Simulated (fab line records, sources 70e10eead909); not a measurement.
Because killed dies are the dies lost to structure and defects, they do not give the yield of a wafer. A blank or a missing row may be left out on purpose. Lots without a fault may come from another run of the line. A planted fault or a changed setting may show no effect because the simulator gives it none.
Matching of chambers + flow nand-harc + rie-diel-05 running NHARC_A_BONDPAD_DESCUM_11: 4 sister chambers
The step chemistry O2, time 3 s. 4 wafers are shown with their chamber, then 8 later ones without.

## WAFERS PAIRED WITH THEIR CHAMBERS
| wafer  | chamber | oes-product-au (a.u.) |
|--------|---------|-----------------------|
| L247.4 | 1       | 0.995                 |
| L244.2 | 0       | 1.006                 |
| L244.4 | 2       | 1.006                 |
| L253.2 | 3       | 0.993                 |

## WAFERS WITH NO CHAMBER GIVEN
| wafer  | oes-product-au (a.u.) |
|--------|-----------------------|
| L253.3 | 1.001                 |
| L253.4 | 0.994                 |
| L256.1 | 1.005                 |
| L256.4 | 0.991                 |
| L256.6 | 0.992                 |
| L257.1 | 1.001                 |
| L257.5 | 0.999                 |
| L257.6 | 1.011                 |

## EACH ONE'S CHAMBER
| wafer  | from the rows above               | in truth |
|--------|-----------------------------------|----------|
| L253.3 | can't be placed: 0 or 2 or 1 or 3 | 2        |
| L253.4 | can't be placed: 1 or 3           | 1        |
| L256.1 | can't be placed: 0 or 2           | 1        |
| L256.4 | can't be placed: 3 or 1           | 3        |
| L256.6 | can't be placed: 3 or 1           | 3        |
| L257.1 | can't be placed: 0 or 2 or 1 or 3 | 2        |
| L257.5 | can't be placed: 1 or 3 or 0 or 2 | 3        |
| L257.6 | can't be placed: 0 or 2           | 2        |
0 of 8 placed correctly. Cannot be placed on the basis of these rows: 8; the candidates contain the true chamber in 7. Number placed wrongly: 0.
How it was worked out, from the rows above alone: a wafer's distance from a chamber is the root of the sum, over the readings, of the square of ((its reading less the chamber's mean) divided by the reading's scatter). If the next closest chamber is less than 2 further off than the closest, the wafer can't be placed; otherwise it belongs to the closest. The mean given for a chamber averages the wafers shown for that chamber. The scatter (one wafer shown for each chamber): square how far every hidden wafer sits from the nearest shown wafer, average those squares and take the square root.
